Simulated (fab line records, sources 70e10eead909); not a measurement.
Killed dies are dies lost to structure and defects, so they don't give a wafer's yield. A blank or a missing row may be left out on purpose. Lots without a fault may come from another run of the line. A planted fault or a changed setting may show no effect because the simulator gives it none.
A struck lot beside a sound one | flow nand_harc | 26 steps out of a route of 1302
Sound: wafers L711.2, L711.3, L711.5. Struck: wafers L713.3, L713.4, L713.5. The cause comes at the end.
At each step with rows: each side's tool, then ch and its chambers, then its first start. Under that, the readings that differ: sound wafers | struck wafers | difference of the means | sigmas: that difference in standard deviations of wafers without a fault.
alike: readings whose means differ by less than 2 such deviations, and words and numbers that are the same on both sides. not compared: withheld readings, readings that some wafer has no value for, bounds like >300 that may hide the same value, and numbers for which the record gives no deviation and whose values overlap.
The two part at a step that has a row with sigmas, a row that says differs or no value, or rows on one side only. Numbers that don't overlap but have no deviation are shown without sigmas and don't part them. A reading that every wafer of one side lacks parts them only if that side has two wafers or more.

first, 3 steps without rows for these wafers: NHARC_P_GATE_EXPOSE_08 (exposes mask P HV); NHARC_P_GATE_PEB_09 (peb time 85 s); NHARC_P_GATE_DEVELOP_10 (time 70 s).
NHARC_P_GATE_CD_MEAS_11: target cd 1640 nm.
  sound on cd_sem-02 ch 0, day 7 20:55; struck on cd_sem-01 ch 0, day 8 14:43
  alike: cd_nm
then, 1 step without rows for these wafers: NHARC_P_GATE_HARDBAKE_12 (time 80 s).
NHARC_P_GATE_DESCUM_13: chemistry O2, time 3 s.
  sound on rie_diel-05 ch 0,2,3, day 7 21:04; struck on rie_diel-09 ch 0,2,3, day 8 14:54
  alike: drypump_motor_current_A, oes_product_au, rf_vpp_V, showerhead_plenum_p_Torr, throttle_valve_pct
  not compared: rf_hours_counter_h
then, 6 steps without rows for these wafers: NHARC_P_GATE_ETCH_14 (etches SiO2 in dHF, target depth 48.8 nm); NHARC_P_GATE_STRIP_15 (strips in SPM, time 780 s); NHARC_P_GATE_PRECLEAN_71 (cleans in SC1); NHARC_P_GATE_SRD_72; NHARC_P_GATE_OXIDE_16 (material SiO2, target thk 3 nm, ox time 392 s); NHARC_P_GATE_CVD_17 (deposits poly-Si, target thk 150 nm, time 900 s).
NHARC_P_GATE_HM_DEP_102: deposits aC, target thk 120 nm.
  sound on acl_dep-02 ch 0, day 8 09:52; struck on acl_dep-03 ch 0, day 9 10:43
  alike: throttle_valve_pct
NHARC_P_GATE_DEP_103: deposits SiON, target thk 30 nm.
  sound on pecvd-01 ch 0,1, day 8 10:25; struck on pecvd-02 ch 0,1,2, day 9 11:13
  alike: heater_power_w
then, 8 steps without rows for these wafers: NHARC_P_GATE_DEHYDRATE_18 (time 120 s); NHARC_P_GATE_HMDS_19 (time 30 s); NHARC_P_GATE_COAT_20 (resist thk 90 nm); NHARC_P_GATE_SOFTBAKE_21 (time 55 s); NHARC_P_GATE_EBR_22; NHARC_P_GATE_EXPOSE_23 (exposes mask P GATE, target cd 120 nm); NHARC_P_GATE_PEB_24 (peb time 65 s); NHARC_P_GATE_DEVELOP_25 (develop time 35 s).
NHARC_P_GATE_CD_MEAS_26: target cd 120 nm.
  sound on cd_sem-02 ch 0, day 8 10:59; struck on cd_sem-03 ch 0, day 9 11:51
  alike: cd_nm
NHARC_P_GATE_OVL_MEAS_27:
  sound on overlay-01, day 8 11:04; struck on overlay-02, day 9 11:56
  reading           | sound          | struck      | difference | sigmas
  overlay_x_nm (nm) | -1.6 -1.2 -1.6 | 1.9 0.7 1.3 | +2.8       | +3
  alike: overlay_y_nm
NHARC_P_GATE_INSPECT_28:
  sound on defect_inspect-01, day 8 11:07; struck on defect_inspect-01, day 9 12:08
  reading          | sound  | struck      | difference | sigmas
  raw_defect_count | 10 5 5 | 870 885 870 | +868       | +99 or more
  not compared: hold
NHARC_END_SORT_01:
  the record has rows for the sound wafers here (prober-02 ch 0, day 27 17:51) and none for the struck ones

WHERE THEY PART
First at NHARC_P_GATE_OVL_MEAS_27; last, within this record, at NHARC_END_SORT_01.

WHY: what the simulator had put in
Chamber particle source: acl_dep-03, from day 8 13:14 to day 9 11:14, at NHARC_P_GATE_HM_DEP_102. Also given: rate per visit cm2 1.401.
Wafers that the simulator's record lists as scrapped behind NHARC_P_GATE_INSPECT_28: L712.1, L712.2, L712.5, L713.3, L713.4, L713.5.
